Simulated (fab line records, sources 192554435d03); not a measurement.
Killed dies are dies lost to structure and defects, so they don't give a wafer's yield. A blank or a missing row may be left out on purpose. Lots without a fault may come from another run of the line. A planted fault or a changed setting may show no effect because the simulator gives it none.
Split-lot experiment | flow n5_finfet | 7 lots, 39 wafers read, on a route of 1938 steps

THE SPLIT
At N5_BEOL_M3_CVD_47 (deposits Co from CCTBA/H2, target thk 3 nm, time 223.8 s), the setting target_thk_a was moved away from the recipe's 30 angstrom on 15 of the 39 wafers read, by -41.0% to +57.3%. The other wafers ran this setting at the recipe's value.

The reading is taken at the split's own step.

THE READING
Co_of_BEOL_M3_CVD_47.thk_nm (the simulator's own value, which no gauge read), in nm, at N5_BEOL_M3_CVD_47 (deposits Co from CCTBA/H2, target thk 3 nm, time 223.8 s). The file gives no usual value for it. The 24 wafers here that ran the recipe average 3.0 nm, standard deviation 0.12 nm.

wafer  | tool, chamber at the split | target_thk_a as run, angstrom | against the recipe | Co_of_BEOL_M3_CVD_47.thk_nm, nm | against lot-mates on the recipe
L074.1 | cvd_co-02, 1               | 46.96                         | +56.5%             | 4.6                             | +1.6
L074.2 | cvd_co-02, 2               | 30                            | recipe             | 3.2                             | -
L074.3 | cvd_co-02, 0               | 46.96                         | +56.5%             | 4.8                             | +1.8
L074.4 | cvd_co-02, 0               | 46.96                         | +56.5%             | 4.8                             | +1.8
L074.5 | cvd_co-02, 1               | 30                            | recipe             | 2.8                             | -
L074.6 | cvd_co-02, 2               | 30                            | recipe             | 3                               | -
L075.1 | cvd_co-02, 1               | 17.69                         | -41.0%             | 1.6                             | -1.3
L075.2 | cvd_co-02, 0,1             | 30                            | recipe             | 3                               | -
L075.6 | cvd_co-02, 0,1             | 30                            | recipe             | 3                               | -
L075.3 | cvd_co-02, 2,0             | 17.69                         | -41.0%             | 1.8                             | -1.1
L075.5 | cvd_co-02, 2,0             | 17.69                         | -41.0%             | 1.8                             | -1.1
L075.4 | cvd_co-02, 2               | 30                            | recipe             | 2.8                             | -
L077.1 | cvd_co-01, 2,1,2           | 30                            | recipe             | 3                               | -
L077.2 | cvd_co-01, 2,1,2           | 30                            | recipe             | 3                               | -
L077.6 | cvd_co-01, 2,1,2           | 30                            | recipe             | 3                               | -
L079.1 | cvd_co-02, 2               | 20.89                         | -30.4%             | 2.2                             | -0.9
L079.2 | cvd_co-02, 1               | 20.89                         | -30.4%             | 2                               | -1.1
L079.5 | cvd_co-02, 1               | 20.89                         | -30.4%             | 2                               | -1.1
L079.3 | cvd_co-02, 0               | 30                            | recipe             | 3                               | -
L079.4 | cvd_co-02, 2,0             | 30                            | recipe             | 3.2                             | -
L079.6 | cvd_co-02, 2,0             | 30                            | recipe             | 3.2                             | -
L088.1 | cvd_co-01, 1,0,1,2         | 30                            | recipe             | 2.8                             | -
L088.4 | cvd_co-01, 1,0,1,2         | 30                            | recipe             | 2.8                             | -
L088.5 | cvd_co-01, 1,0,1,2         | 30                            | recipe             | 2.8                             | -
L088.6 | cvd_co-01, 1,0,1,2         | 30                            | recipe             | 2.8                             | -
L088.2 | cvd_co-01, 2,0             | 30                            | recipe             | 3                               | -
L088.3 | cvd_co-01, 2,0             | 30                            | recipe             | 3                               | -
L093.1 | cvd_co-01, 1               | 41.4                          | +38.0%             | 4                               | +1.0
L093.2 | cvd_co-01, 2,0,2           | 30                            | recipe             | 3                               | -
L093.3 | cvd_co-01, 2,0,2           | 30                            | recipe             | 3                               | -
L093.4 | cvd_co-01, 2,0,2           | 30                            | recipe             | 3                               | -
L093.5 | cvd_co-01, 1,0             | 41.4                          | +38.0%             | 4.2                             | +1.2
L093.6 | cvd_co-01, 1,0             | 41.4                          | +38.0%             | 4.2                             | +1.2
L097.1 | cvd_co-01, 0,2             | 30                            | recipe             | 3                               | -
L097.3 | cvd_co-01, 0,2             | 30                            | recipe             | 3                               | -
L097.2 | cvd_co-01, 1               | 30                            | recipe             | 2.8                             | -
L097.4 | cvd_co-01, 2,0             | 47.2                          | +57.3%             | 4.6                             | +1.7
L097.6 | cvd_co-01, 2,0             | 47.2                          | +57.3%             | 4.6                             | +1.7
L097.5 | cvd_co-01, 1               | 47.2                          | +57.3%             | 4.8                             | +1.9
Where a row lists several chambers, the file gives one row for several wafers and doesn't say which wafer went through which chamber.

THE FIT
A straight line over all 39 wafers: Co_of_BEOL_M3_CVD_47.thk_nm changes by +0.0303 nm for each +1% of target_thk_a; r = +0.99; the points scatter about the line by 0.12 nm.
The same after taking each lot's own level away (the mean of its wafers on the recipe; 39 wafers): +0.0307 nm for each +1%; r = +0.99; scatter 0.11 nm.
On that fit, the largest move of target_thk_a shifts the reading by 1.8 nm.
The lots' own levels span 2.87 to 3.13 nm, that is 2.1 times the standard deviation above.
So the lot-to-lot level changes the slope little: the two slopes agree.
Check: with one of the wafers moved furthest among these (+57.3%) left out of the fit, the line predicts +1.76 nm for it against its lot-mates. It came out at +1.67 nm against them.

OTHER SPLITS ON THESE WAFERS
These wafers also went through other splits before the reading. Each is held against what the fit with the lots' levels taken away leaves over:
other split on the same wafers               | wafers away from the commonest value | r with Co_of_BEOL_M3_CVD_47.thk_nm (lot level and that fit taken away)
N5_ZERO_LAYER_DEVELOP_10 develop_time_s      | 15                                   | +0.06
N5_STI_FIN_REVEAL_ETCHBACK_08 target_depth_a | 15                                   | +0.09
N5_BEOL_M0_SAQP_SPACER1_ALD_98 ald_cycles    | 9                                    | +0.11

THE FILE'S OWN FIT
Co_of_BEOL_M3_CVD_47.thk_nm changes by +0.0306 nm for each +1% of target_thk_a, r = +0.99.
